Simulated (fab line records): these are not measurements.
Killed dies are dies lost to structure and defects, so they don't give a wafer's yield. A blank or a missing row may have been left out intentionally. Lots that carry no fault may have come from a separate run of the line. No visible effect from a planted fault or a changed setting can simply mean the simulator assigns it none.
Chamber matching	flow n5_finfet	N5_BEOL_M0_SAQP_PECVD_04 on pecvd-01 has 3 sister chambers
The step deposits a-Si from SiH4/He, target thk 60 nm, time 60.2 s. 16 wafers are shown with their chamber, then 8 later ones without.

== WAFERS WITH THEIR CHAMBER ==
wafer	chamber	showerhead_plenum_p_Torr (Torr)	throttle_valve_pct (%)	heater_power_w (W)
L075.2	0	5.54	18.6	555
L075.4	2	5.63	18.2	603
L075.5	0	5.53	18.5	538
L080.1	0	5.52	18.4	563
L080.3	1	5.61	17.6	646
L080.4	0	5.54	18.5	571
L081.2	0	5.52	18.4	622
L081.3	1	5.61	17.6	636
L081.4	2	5.63	18.4	642
L082.4	2	5.63	18.3	551
L082.5	0	5.53	18.2	607
L082.6	1	5.60	17.6	609
L085.2	0	5.53	18.4	584
L085.3	1	5.60	17.8	587
L085.6	1	5.60	17.6	609
L086.4	0	5.52	18.3	634

SIGNATURES (means of the wafers above)
reading	chamber 0	chamber 1	chamber 2	scatter within a chamber
showerhead_plenum_p_Torr	5.5287	5.6040	5.6300	0.00684
throttle_valve_pct	18.413	17.640	18.300	0.111
heater_power_w	584.25	617.40	598.67	33.3
Rule: distance of a wafer from a chamber = root of the sum over the readings of ((wafer's reading minus chamber's mean) / reading's scatter) squared. If the next closest chamber is less than 2 further off than the closest, the wafer can't be placed; otherwise it belongs to the closest. How the scatter is found: for the shown wafers, subtract from each reading the mean of its chamber, square and add these, divide the total by (wafers less chambers), then take the root.

== WAFERS WITHOUT THEIR CHAMBER ==
wafer	showerhead_plenum_p_Torr (Torr)	throttle_valve_pct (%)	heater_power_w (W)
L086.5	5.62	18.4	591
L086.6	5.58	17.8	641
L090.1	5.58	17.6	602
L090.3	5.53	18.5	619
L090.6	5.52	18.4	622
L097.1	5.53	18.4	618
L097.2	5.58	17.8	635
L097.5	5.59	17.8	619

== CHAMBER TAKEN BY EACH ==
wafer	from the rows above	in truth
L086.5	2	2
L086.6	1	1
L090.1	1	1
L090.3	0	0
L090.6	0	0
L097.1	0	0
L097.2	1	1
L097.5	1	1
Placed correctly: 8 of 8. Can't be placed from these rows: 0. Placed wrongly: 0.
